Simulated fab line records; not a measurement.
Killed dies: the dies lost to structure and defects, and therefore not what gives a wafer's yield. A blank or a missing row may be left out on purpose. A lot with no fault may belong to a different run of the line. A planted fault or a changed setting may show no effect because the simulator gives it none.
Matching of chambers	flow n5_finfet	4 sister chambers for N5_BEOL_M1_ETCH_69 on rie_diel-03
The step etches SiARC in CF4, target depth 15.6 nm, time 26 s. 8 wafers are shown with their chamber, then 8 later ones without.

WAFERS PAIRED WITH THEIR CHAMBERS
wafer	chamber	showerhead_plenum_p_Torr (Torr)	drypump_motor_current_A (A)
L078.6	1	2.12	5.1
L087.3	0	2.22	5.4
L087.4	3	2.06	5.2
L087.5	2	2.10	5.8
L091.1	0	2.22	5.4
L091.3	1	2.11	5.1
L091.6	3	2.06	5.2
L096.1	2	2.09	5.9

WAFERS WITH NO CHAMBER GIVEN
wafer	showerhead_plenum_p_Torr (Torr)	drypump_motor_current_A (A)
L096.2	2.22	5.4
L096.6	2.06	5.2
L095.1	2.22	5.3
L095.2	2.06	5.2
L095.5	2.22	5.4
L097.1	2.21	5.4
L097.3	2.11	5.0
L097.5	2.22	5.4

CHAMBER TAKEN BY EACH
wafer	from the rows above	in truth
L096.2	0	0
L096.6	3	3
L095.1	0	0
L095.2	3	3
L095.5	0	0
L097.1	0	0
L097.3	1	1
L097.5	0	0
Correctly placed: 8 of 8. Not placeable from these rows: 0. Wrongly placed: 0.
How it was worked out, from the rows above alone: a wafer's distance from a chamber is the root of the sum, over the readings, of the square of ((its reading less the chamber's mean) divided by the reading's scatter). The wafer belongs to the nearest chamber; if the next one is less than 2 further off, it can't be placed. For every chamber, the mean is computed from those of its wafers that are shown. The scatter: the root of (the sum of the squares of (reading less its chamber's mean) over the shown wafers, divided by (wafers less chambers)).
